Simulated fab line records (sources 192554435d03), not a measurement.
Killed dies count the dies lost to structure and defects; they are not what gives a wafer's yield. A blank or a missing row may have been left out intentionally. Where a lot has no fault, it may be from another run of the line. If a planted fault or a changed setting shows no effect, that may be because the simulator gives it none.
Which tool did it? || flow n5-finfet || 12 lots, 36 wafers sampled, at 1 step of a route of 1938

## WHAT EACH GAUGE READ, for each wafer
N5_BEOL_M9_CD_MEAS_28: the cd target is 70 nm.
{"lot": "L074", "measured": "day 9 19:58", "on": "cd-sem-03", "cd-nm (nm)": "70.16 69.85 70.15"}
{"lot": "L077", "measured": "day 10 10:58", "on": "cd-sem-01", "cd-nm (nm)": "69.98 69.94 69.81"}
{"lot": "L079", "measured": "day 10 15:47", "on": "cd-sem-03", "cd-nm (nm)": "70.21 69.98 70.07"}
{"lot": "L081", "measured": "day 10 21:07", "on": "cd-sem-03", "cd-nm (nm)": "70.64 70.42 70.52"}
{"lot": "L083", "measured": "day 11 09:32", "on": "cd-sem-03", "cd-nm (nm)": "70.39 70.19 69.79"}
{"lot": "L085", "measured": "day 11 16:20", "on": "cd-sem-03", "cd-nm (nm)": "69.87 69.67 69.91"}
{"lot": "L086", "measured": "day 15 18:38", "on": "cd-sem-03", "cd-nm (nm)": "70.19 69.70 69.87"}
{"lot": "L093", "measured": "day 15 19:46", "on": "cd-sem-02", "cd-nm (nm)": "70.33 70.20 70.21"}
{"lot": "L096", "measured": "day 16 03:59", "on": "cd-sem-03", "cd-nm (nm)": "70.17 70.20 70.16"}
{"lot": "L091", "measured": "day 16 08:33", "on": "cd-sem-03", "cd-nm (nm)": "70.06 69.78 70.16"}
{"lot": "L095", "measured": "day 16 13:38", "on": "cd-sem-02", "cd-nm (nm)": "69.80 70.07 70.18"}
{"lot": "L092", "measured": "day 16 21:59", "on": "cd-sem-03", "cd-nm (nm)": "70.24 70.05 69.90"}

## EACH LOT AND THE TOOL THAT RAN IT (in order: tool; ch and the chambers of the sampled wafers; start)
No process step before these readings appears in the record.

## THE ANSWER, worked out from the rows above alone
Rule: usual is defined by the lots themselves. The widest of any qualifying gaps counts: lots, ordered by their means at a reading, are off when they make up no more than a third of the lots, leave a main group of 4 or more, and stand apart from it by 3 or more times the standard deviation of that group's means. If all means in a main group match to the digits the tables above print for the reading, that group is not used. Also off: a lot with no number at a reading for which 4 or more lots have one. All remaining lots with rows at the step are treated as sound.
None of the lots is off at any reading shown; this tells nothing.

## WHAT WAS PUT IN BY THE SIMULATOR
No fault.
